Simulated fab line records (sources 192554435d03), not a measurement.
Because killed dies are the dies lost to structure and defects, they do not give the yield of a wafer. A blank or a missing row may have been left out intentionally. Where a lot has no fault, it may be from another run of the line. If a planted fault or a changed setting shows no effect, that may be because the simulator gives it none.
Split-lot experiment	flow n5Finfet	7 lots, 21 wafers read, on a route of 1938 steps

== THE SPLIT ITSELF ==
At N5_SD_EPI_N_COAT_33 (time 60 s, resist thk 35 nm), the setting spinRpm was moved away from the recipe's 1500 rpm on 6 of the 21 wafers read, by -11.1% to -6.6%. For the rest of the wafers, this setting stayed at what the recipe calls for.

== FROM THE SPLIT TO THE READING: what the file shows between them, 4 steps ==
- N5_SD_EPI_N_EXPOSE_06: exposes mask SD N BLK, target cd 120 nm (also split here: doseMj)
- N5_SD_EPI_N_PEB_07: peb time 60 s
- N5_SD_EPI_N_DEVELOP_08: develop time 30 s
- N5_SD_EPI_N_DESCUM_14: chemistry O2, time 7.9 s

== THE READING ==
CAR-ArF-block_of_SD_EPI_N_COAT_03.thkNm (the simulator's own value, which no gauge read), in nm, at N5_SD_EPI_N_ETCH_34 (etches SiARC in CF4, target depth 45.5 nm, time 75.8 s). No usual value for it is given in the file. Here, 15 wafers ran the recipe; their average is 111.1 nm with a standard deviation of 0.46 nm.

wafer	tool, chamber at the split	spinRpm as run, rpm	against the recipe	CAR-ArF-block_of_SD_EPI_N_COAT_03.thkNm, nm	against lot-mates on the recipe
L075.1	lithoTrack-05, 0	1401	-6.6%	109.2	-1.2
L075.3	lithoTrack-05, 0	1500	recipe	110.4	-
L075.4	lithoTrack-05, 0	1401	-6.6%	109.4	-1.0
L081.1	lithoTrack-01, 0	1500	recipe	110.6	-
L081.2	lithoTrack-01, 0	1500	recipe	110.4	-
L081.6	lithoTrack-01, 0	1334	-11.1%	108.8	-1.7
L086.3	lithoTrack-02, 0	1351	-9.9%	109.2	-1.8
L086.5	lithoTrack-02, 0	1351	-9.9%	110	-1.0
L086.6	lithoTrack-02, 0	1500	recipe	111	-
L090.1	lithoTrack-01, 0	1500	recipe	111.2	-
L090.3	lithoTrack-01, 0	1500	recipe	111.2	-
L090.6	lithoTrack-01, 0	1500	recipe	111.4	-
L094.1	lithoTrack-05, 0	1500	recipe	110.4	-
L094.3	lithoTrack-05, 0	1380	-8.0%	108.8	-1.7
L094.5	lithoTrack-05, 0	1500	recipe	110.6	-
L095.1	lithoTrack-01, 0	1500	recipe	111.2	-
L095.2	lithoTrack-01, 0	1500	recipe	111.2	-
L095.4	lithoTrack-01, 0	1500	recipe	111.6	-
L097.3	lithoTrack-01, 0	1500	recipe	111.6	-
L097.4	lithoTrack-01, 0	1500	recipe	111.8	-
L097.6	lithoTrack-01, 0	1500	recipe	111.4	-

THE FIT
A straight line over all 21 wafers: CAR-ArF-block_of_SD_EPI_N_COAT_03.thkNm changes by +0.2 nm for each +1% of spinRpm; r = +0.86; the points scatter about the line by 0.51 nm.
The same after taking each lot's own level away (the mean of its wafers on the recipe; 21 wafers): +0.158 nm for each +1%; r = +0.95; scatter 0.21 nm.
That fit puts the effect of the largest move of spinRpm on the reading at 1.7 nm.
The span of the lots' own levels, 110.40 to 111.60 nm, comes to 2.6 times the standard deviation stated above.
Hence the slope depends on the lot-to-lot level, as the two fits are not the same.
Check: with one of the wafers moved furthest among these (-11.1%) left out of the fit, the line predicts -1.77 nm for it against its lot-mates. It came out at -1.7 nm against them.

== THESE WAFERS: OTHER SPLITS ==
Before the reading, these wafers also passed through other splits. Each is held against what the fit with the lots' levels taken away leaves over:
other split on the same wafers	wafers away from the commonest value	r with CAR-ArF-block_of_SD_EPI_N_COAT_03.thkNm (lot level and that fit taken away)
N5_ZERO_LAYER_PECVD_02 timeS	5	+0.03
N5_FIN_SAQP_FIN_ETCH_36 biasW	6	-0.05
N5_FIN_CUT_COAT_19 spinRpm	7	+0.14
N5_SD_EPI_N_EXPOSE_06 doseMj	3	-0.21

== THE WHOLE CHAIN: every reading that the file lists as answering this split, in the file's order ==
step	what it does	reading	change (the file's fit)	r (the file's)
N5_SD_EPI_N_COAT_33	time 60 s, resist thk 35 nm	SiARC_of_SD_EPI_N_COAT_33.thkNm (the simulator's own value, which no gauge read)	-0.183 nm for each +1% of the setting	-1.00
N5_SD_EPI_N_ETCH_34	etches SiARC in CF4, target depth 45.5 nm, time 75.8 s	etch.depthNm (the simulator's own value, which no gauge read)	-0.181 nm for each +1% of the setting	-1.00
N5_SD_EPI_N_ETCH_34	etches SiARC in CF4, target depth 45.5 nm, time 75.8 s	CAR-ArF-block_of_SD_EPI_N_COAT_03.thkNm (the simulator's own value, which no gauge read)	+0.163 nm for each +1% of the setting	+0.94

== FILE'S OWN FIT ==
CAR-ArF-block_of_SD_EPI_N_COAT_03.thkNm changes by +0.163 nm for each +1% of spinRpm, r = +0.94.
